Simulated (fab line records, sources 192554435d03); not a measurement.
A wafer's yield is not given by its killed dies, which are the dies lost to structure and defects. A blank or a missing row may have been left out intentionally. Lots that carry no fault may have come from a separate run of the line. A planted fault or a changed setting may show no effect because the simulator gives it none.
fab line records | flow n5_finfet | part 2 of 2: steps 21 to 27 of 27
record: lots: 5 | wafers: 15 | last_day: 18
route steps=1938 shown MOL_CONTACT_COAG@586
lots with no fault: from the same line, run without faults
start_h: hours from the record's opening day to when the first of the lot's shown wafers began | wait_h: hours from the lot's prior step to this one | " identical to the entry in the row above | L1.1+2: one row covering several wafers at once | - no value, or no start given | * or withheld: withheld | < > ~ a bound
route shown NAME@n: NAME is a module with steps in the file, n the number in the route of the first one | usual: the fault-free wafers' mean and standard deviation | same: alike in all rows | chamber/n: place in a boat | sites: readings site by site | _std_site: standard deviation of those values | _edge_site: outer sites' mean less inner sites' | radius_mm: for every site, how far away it sits from the centre of the wafer | mask NAME#n: copy n | behind: the last tool/chamber to shape the wafer | hold: reason for holding the lot/hours on hold/outcome of the hold | device: the n, p or np transistor that did not switch | end of line: the same wafers' tests at the end of the route | a step with no rows: only its recipe | killed: dies lost to structure and defects at the first sort, not the wafer's yield | map: a wafer's dies, x killed, . not, _ none there
set.NAME: the setting as run; set.NAME@STEP: as run at that earlier step | model.NAME: the simulator's own value behind a step, which no gauge read
certain route steps with their lots: each step a table, each wafer a row
services: the hour from which a tool's chamber was out of use, counted from the record's first day as start_h (under 0 if before that day), plus the number of hours and why
== steps ==
step: N5_MOL_CONTACT_COAG_ETCH_65
recipe: chemistry: N2/H2 | target: underlayer | target_depth_a: 130 | mask_material: CAR-EUV | time_s: 10.4 | ion_energy_ev: 200 | pressure_mtorr: 30 | source_w: 840 | bias_w: 150 | n2_flow_sccm: 200 | h2_flow_sccm: 200 | ends: cleared
usual: chamber_pressure_mTorr: 30.00/0.03 | drypump_motor_current_A: 5.8/0.41 | etch_rf_on_time_s: 10.4/0.3 | oes_product_au: 0.67/0.081 | rf_vpp_V: 524.6/2.1 | showerhead_plenum_p_Torr: 2.57/0.074 | throttle_valve_pct: 17.87/0.27
lot.wafer | tool        | chamber | start_h | wait_h | chamber_pressure_mTorr | drypump_motor_current_A | etch_rf_on_time_s | oes_product_au | rf_hours_counter_h | rf_vpp_V | showerhead_plenum_p_Torr | throttle_valve_pct
L075.3    | rie_diel-06 | 1       | 112.76  | 0.0    | 30.04                  | 6.5                     | 10.1              | 0.62           | 228                | 526.8    | 2.60                     | 17.73
L075.5    | "           | 0       | "       | "      | 30.04                  | 5.3                     | 11.0              | 0.59           | -                  | 521.9    | 2.41                     | 17.77
L075.6    | "           | 2       | "       | "      | 29.98                  | 6.4                     | 10.4              | 0.59           | -                  | 525.8    | 2.59                     | 17.79
L077.1    | rie_diel-06 | 1       | 116.11  | 0.0    | 29.99                  | 6.5                     | 10.2              | 0.61           | 230                | 526.3    | 2.60                     | 17.74
L077.3    | "           | 0       | "       | "      | 29.94                  | 5.4                     | 10.8              | 0.59           | 184                | 520.8    | 2.41                     | 17.78
L077.4    | "           | 0       | "       | "      | 30.00                  | 5.4                     | 10.9              | 0.59           | -                  | 520.0    | 2.41                     | 17.76
L089.1    | rie_diel-05 | 0       | 192.73  | 0.0    | 29.98                  | 5.3                     | 10.9              | 0.76           | 17                 | 521.5    | 2.51                     | 17.90
L089.3    | "           | 2       | "       | "      | 29.94                  | 5.7                     | 10.2              | 0.66           | 130                | 525.7    | 2.68                     | 18.04
L089.5    | "           | 2       | "       | "      | 30.01                  | 5.7                     | 10.2              | 0.66           | -                  | 527.0    | 2.68                     | 18.05
L091.3    | rie_diel-04 | 2       | 204.07  | 0.0    | 29.99                  | 5.9                     | 10.4              | 0.68           | 116                | 528.0    | 2.65                     | 17.80
L091.5    | "           | 3       | "       | "      | 29.98                  | 5.4                     | 10.2              | 0.61           | -                  | 523.3    | 2.50                     | 18.02
L091.6    | "           | 2       | "       | "      | 29.97                  | 5.8                     | 10.3              | 0.69           | -                  | 526.7    | 2.65                     | 17.78
L097.1    | rie_diel-05 | 2       | 241.33  | 0.0    | 29.95                  | 5.7                     | 10.4              | 0.65           | 143                | 527.8    | 2.67                     | 18.05
L097.3    | "           | 0       | "       | "      | 30.01                  | 5.4                     | 10.8              | 0.73           | 31                 | 521.2    | 2.51                     | 17.92
L097.6    | "           | 3       | "       | "      | 29.96                  | 6.2                     | 10.2              | 0.58           | -                  | 521.8    | 2.51                     | 18.27
step: N5_MOL_CONTACT_COAG_ETCH_66
recipe: chemistry: CF4 | target: SiARC | target_depth_a: 130 | mask_material: CAR-EUV | time_s: 21.7 | ion_energy_ev: 80 | pressure_mtorr: 40 | source_w: 545 | bias_w: 36 | Ar_flow_sccm: 100 | cf4_flow_sccm: 100 | ends: cleared
usual: chamber_pressure_mTorr: 40.00/0.037 | drypump_motor_current_A: 5.8/0.41 | etch_rf_on_time_s: 21.7/0.64 | oes_product_au: 0.67/0.081 | rf_vpp_V: 184.3/1.1 | showerhead_plenum_p_Torr: 2.16/0.058 | throttle_valve_pct: 15.62/0.24
lot.wafer | tool        | chamber | start_h | wait_h | chamber_pressure_mTorr | drypump_motor_current_A | etch_rf_on_time_s | oes_product_au | rf_hours_counter_h | rf_vpp_V | showerhead_plenum_p_Torr | throttle_valve_pct
L075.3    | rie_diel-06 | 1       | 112.78  | 0.0    | 40.00                  | 6.5                     | 21.1              | 0.62           | 228                | 185.4    | 2.22                     | 15.72
L075.5    | "           | 0       | "       | "      | 40.02                  | 5.4                     | 22.6              | 0.59           | -                  | 182.7    | 2.07                     | 15.79
L075.6    | "           | 2       | "       | "      | 40.00                  | 6.4                     | 21.9              | 0.59           | -                  | 185.5    | 2.18                     | 15.71
L077.1    | rie_diel-06 | 1       | 116.13  | 0.0    | 39.99                  | 6.5                     | 21.2              | 0.61           | 230                | 184.3    | 2.22                     | 15.71
L077.3    | "           | 0       | "       | "      | 40.07                  | 5.4                     | 22.5              | 0.59           | 184                | 182.2    | 2.07                     | 15.80
L077.4    | "           | 0       | "       | "      | 40.01                  | 5.4                     | 22.5              | 0.59           | -                  | 182.4    | 2.07                     | 15.79
L089.1    | rie_diel-05 | 0       | 192.75  | 0.0    | 39.96                  | 5.4                     | 23.0              | 0.75           | 17                 | 183.3    | 2.10                     | 15.40
L089.3    | "           | 2       | "       | "      | 40.05                  | 5.6                     | 21.4              | 0.66           | 130                | 186.1    | 2.24                     | 15.66
L089.5    | "           | 2       | "       | "      | 40.02                  | 5.7                     | 21.7              | 0.66           | -                  | 186.2    | 2.24                     | 15.67
L091.3    | rie_diel-04 | 2       | 204.09  | 0.0    | 39.97                  | 5.8                     | 21.6              | 0.68           | 116                | 184.9    | 2.25                     | 15.73
L091.5    | "           | 3       | "       | "      | 40.02                  | 5.3                     | 20.7              | 0.62           | -                  | 182.4    | 2.12                     | 15.99
L091.6    | "           | 2       | "       | "      | 40.01                  | 5.9                     | 21.5              | 0.69           | -                  | 185.7    | 2.25                     | 15.74
L097.1    | rie_diel-05 | 2       | 241.34  | 0.0    | 39.93                  | 5.7                     | 21.8              | 0.64           | 143                | 185.5    | 2.23                     | 15.70
L097.3    | "           | 0       | "       | "      | 39.99                  | 5.3                     | 22.8              | 0.74           | 31                 | 184.6    | 2.09                     | 15.41
L097.6    | "           | 3       | "       | "      | 40.08                  | 6.1                     | 21.6              | 0.58           | -                  | 184.0    | 2.10                     | 15.88
step: N5_MOL_CONTACT_COAG_ALD_133
recipe: material: SiO2 | target_thk_a: 50 | temp_c: 100 | ald_precursor_family: BDEAS | ald_co_reactant: O2-plasma | pulse_time_s: 1 | co_reactant_pulse_time_s: 1 | purge_time_s: 2 | co_reactant_purge_time_s: 2 | ald_cycles: 35 | pressure_torr: 2
usual: heater_power_w: 80/8.1 | precursor_pulse_height_rel: 0.999/0.02
lot.wafer | tool       | chamber | start_h | wait_h | heater_power_w | precursor_pulse_height_rel
L075.3    | ald_sin-03 | 3       | 112.86  | 0.1    | 79             | 0.989
L075.5    | "          | 1       | "       | "      | 86             | 1.012
L075.6    | "          | 2       | "       | "      | 81             | 0.967
L077.1    | ald_sin-01 | 2       | 116.21  | 0.1    | 84             | 0.988
L077.3    | "          | 0       | "       | "      | 71             | 1.011
L077.4    | "          | 1       | "       | "      | 92             | 1.026
L089.1    | ald_sin-01 | 0       | 192.92  | 0.1    | 74             | 0.978
L089.3    | "          | 2       | "       | "      | 85             | 1.005
L089.5    | "          | 3       | "       | "      | 70             | 1.011
L091.3    | ald_sin-03 | 0       | 204.52  | 0.4    | 84             | 1.036
L091.5    | "          | 0       | "       | "      | 84             | 1.005
L091.6    | "          | 3       | "       | "      | 72             | 1.008
L097.1    | ald_sin-03 | 0       | 241.42  | 0.1    | 84             | 1.004
L097.3    | "          | 1       | "       | "      | 84             | 0.996
L097.6    | "          | 2       | "       | "      | 77             | 0.980
step: N5_MOL_CONTACT_COAG_ETCHBACK_134
recipe: chemistry: CHF3 | target: SiO2 | target_depth_a: 100 | time_s: 6.7 | ion_energy_ev: 200 | pressure_mtorr: 30 | source_w: 610 | bias_w: 170 | Ar_flow_sccm: 200 | CHF3_flow_sccm: 50
usual: chamber_pressure_mTorr: 29.999/0.026 | drypump_motor_current_A: 5.8/0.43 | oes_product_au: 0.79/0.11 | rf_vpp_V: 528/21 | showerhead_plenum_p_Torr: 2.40/0.059 | throttle_valve_pct: 18.70/0.25
lot.wafer | tool        | chamber | start_h | wait_h | chamber_pressure_mTorr | drypump_motor_current_A | oes_product_au | rf_hours_counter_h | rf_vpp_V | showerhead_plenum_p_Torr | throttle_valve_pct
L075.3    | rie_diel-06 | 2       | 113.10  | 0.2    | 30.015                 | 6.4                     | 0.69           | 249                | 556      | 2.42                     | 18.74
L075.5    | "           | 2       | "       | "      | 30.025                 | 6.4                     | 0.71           | -                  | 554      | 2.42                     | 18.73
L075.6    | "           | 0       | "       | "      | 30.011                 | 5.3                     | 0.69           | -                  | 502      | 2.31                     | 18.95
L077.1    | rie_diel-06 | 1       | 116.39  | 0.1    | 30.031                 | 6.5                     | 0.72           | 230                | 546      | 2.45                     | 18.73
L077.3    | "           | 0       | "       | "      | 30.000                 | 5.3                     | 0.70           | 184                | 503      | 2.31                     | 18.98
L077.4    | "           | 2       | "       | "      | 29.991                 | 6.4                     | 0.70           | -                  | 556      | 2.42                     | 18.76
L089.1    | rie_diel-05 | 3       | 193.11  | 0.1    | 29.969                 | 6.2                     | 0.68           | 239                | 524      | 2.34                     | 18.89
L089.3    | "           | 0       | "       | "      | 29.967                 | 5.4                     | 0.91           | 17                 | 535      | 2.34                     | 18.62
L089.5    | "           | 3       | "       | "      | 29.968                 | 6.1                     | 0.68           | -                  | 524      | 2.34                     | 18.89
L091.3    | rie_diel-06 | 0       | 204.70  | 0.1    | 29.973                 | 5.3                     | 0.68           | 218                | 501      | 2.30                     | 19.01
L091.5    | "           | 0       | "       | "      | 29.993                 | 5.3                     | 0.67           | -                  | 503      | 2.30                     | 19.00
L091.6    | "           | 1       | "       | "      | 29.974                 | 6.5                     | 0.98           | -                  | 545      | 2.44                     | 18.38
L097.1    | rie_diel-05 | 1       | 241.60  | 0.1    | 29.989                 | 6.1                     | 0.85           | 53                 | 523      | 2.42                     | 18.40
L097.3    | "           | 3       | "       | "      | 29.979                 | 6.1                     | 0.68           | 254                | 525      | 2.33                     | 18.92
L097.6    | "           | 3       | "       | "      | 30.034                 | 6.1                     | 0.67           | -                  | 526      | 2.33                     | 18.92
step: N5_MOL_CONTACT_COAG_ETCH_67
recipe: chemistry: N2/H2 | target: SOC | target_depth_a: 600 | overetch_a: 210 | mask_material: SiARC | temp_c: 40 | time_s: 101.2 | ion_energy_ev: 200 | pressure_mtorr: 30 | source_w: 840 | bias_w: 150 | n2_flow_sccm: 200 | h2_flow_sccm: 200
usual: chamber_pressure_mTorr: 30.004/0.025 | drypump_motor_current_A: 5.8/0.43 | oes_product_au: 0.66/0.084 | rf_vpp_V: 524.5/2.3 | showerhead_plenum_p_Torr: 2.56/0.08 | throttle_valve_pct: 17.78/0.27
lot.wafer | tool        | chamber | start_h | wait_h | chamber_pressure_mTorr | drypump_motor_current_A | oes_product_au | rf_hours_counter_h | rf_vpp_V | showerhead_plenum_p_Torr | throttle_valve_pct
L075.3    | rie_diel-06 | 2       | 113.13  | 0.0    | 29.970                 | 6.4                     | 0.59           | 249                | 524.5    | 2.59                     | 17.77
L075.5    | "           | 2       | "       | "      | 30.012                 | 6.4                     | 0.58           | -                  | 527.3    | 2.59                     | 17.77
L075.6    | "           | 0       | "       | "      | 29.994                 | 5.4                     | 0.59           | -                  | 520.8    | 2.41                     | 17.74
L077.1    | rie_diel-06 | 1       | 116.42  | 0.0    | 29.964                 | 6.5                     | 0.60           | 230                | 526.5    | 2.60                     | 17.70
L077.3    | "           | 0       | "       | "      | 29.986                 | 5.3                     | 0.59           | 184                | 519.6    | 2.41                     | 17.76
L077.4    | "           | 2       | "       | "      | 30.008                 | 6.4                     | 0.59           | -                  | 523.8    | 2.59                     | 17.76
L089.1    | rie_diel-05 | 3       | 193.14  | 0.0    | 30.018                 | 6.1                     | 0.58           | 239                | 522.3    | 2.52                     | 18.21
L089.3    | "           | 0       | "       | "      | 29.986                 | 5.4                     | 0.77           | 17                 | 522.6    | 2.51                     | 17.86
L089.5    | "           | 3       | "       | "      | 30.021                 | 6.1                     | 0.57           | -                  | 523.4    | 2.52                     | 18.22
L091.3    | rie_diel-06 | 0       | 204.73  | 0.0    | 29.992                 | 5.4                     | 0.58           | 218                | 520.6    | 2.39                     | 17.81
L091.5    | "           | 0       | "       | "      | 30.034                 | 5.4                     | 0.58           | -                  | 519.7    | 2.39                     | 17.80
L091.6    | "           | 1       | "       | "      | 30.005                 | 6.5                     | 0.79           | -                  | 526.9    | 2.59                     | 17.29
L097.1    | rie_diel-05 | 1       | 241.64  | 0.0    | 29.989                 | 6.1                     | 0.71           | 53                 | 525.8    | 2.58                     | 17.46
L097.3    | "           | 3       | "       | "      | 30.021                 | 6.1                     | 0.57           | 254                | 522.1    | 2.51                     | 18.24
L097.6    | "           | 3       | "       | "      | 30.035                 | 6.1                     | 0.57           | -                  | 522.2    | 2.51                     | 18.24
step: N5_MOL_CONTACT_COAG_STRIP_68
recipe: chemistry: N2/H2 | temp_c: 40 | n2_flow_sccm: 200 | h2_flow_sccm: 200 | rf_frequency_hz: 6e+07
lot.wafer  | tool        | chamber | start_h | wait_h
L075.3+5+6 | rie_diel-06 | 2,2,0   | 113.20  | 0.0
L077.1+3+4 | rie_diel-06 | 1,0,2   | 116.49  | 0.0
L089.1+3+5 | rie_diel-05 | 3,0,3   | 193.21  | 0.0
L091.3+5+6 | rie_diel-06 | 0,0,1   | 204.80  | 0.0
L097.1+3+6 | rie_diel-05 | 1,3,3   | 241.71  | 0.0
step: N5_MOL_CONTACT_COAG_STRIP_69
recipe: chemistry: N2/H2 | temp_c: 40 | n2_flow_sccm: 200 | h2_flow_sccm: 200 | rf_frequency_hz: 6e+07
lot.wafer  | tool        | chamber | start_h | wait_h
L075.3+5+6 | rie_diel-06 | 2,2,0   | 113.21  | 0.0
L077.1+3+4 | rie_diel-06 | 1,0,2   | 116.50  | 0.0
L089.1+3+5 | rie_diel-05 | 3,0,3   | 193.22  | 0.0
L091.3+5+6 | rie_diel-06 | 0,0,1   | 204.81  | 0.0
L097.1+3+6 | rie_diel-05 | 1,3,3   | 241.72  | 0.0
== services ==
tool            | chamber | start_h | hours | kind
euv_scanner-01  | -       | 95.38   | 14.5  | repair
rie_diel-05     | 1       | 102.88  | 4.1   | repair
rie_diel-06     | 3       | 109.47  | -     | clean
rie_diel-06     | 3       | 109.47  | -     | consumable_replace:focus_ring
euv_scanner-01  | -       | 109.89  | 1.0   | pm
wet_bench-05    | -       | 113.79  | 1.9   | pm
euv_scanner-02  | -       | 115.83  | 1.0   | pm
plasma_asher-01 | -       | 137.25  | 14.6  | pm
euv_scanner-01  | -       | 151.86  | 1.0   | pm
ald_sin-01      | -       | 157.80  | 2.8   | pm
rie_diel-05     | 0       | 167.07  | 5.0   | repair
euv_scanner-02  | -       | 171.98  | 1.0   | pm
rie_diel-04     | 2       | 175.54  | 3.6   | repair
plasma_asher-02 | -       | 178.06  | 0.3   | repair
ald_sin-03      | -       | 178.32  | 14.0  | pm
rie_diel-05     | 1       | 183.42  | 12.0  | repair
euv_scanner-02  | -       | 187.31  | 4.6   | pm
rie_diel-05     | -       | 205.16  | 0.7   | repair
euv_scanner-01  | -       | 206.23  | 0.2   | repair
euv_scanner-01  | -       | 208.01  | 1.0   | pm
euv_scanner-02  | -       | 211.73  | 12.0  | pm
rie_diel-05     | -       | 218.37  | 0.1   | repair
euv_scanner-01  | -       | 223.73  | 4.6   | pm
euv_scanner-02  | -       | 228.33  | 1.0   | pm
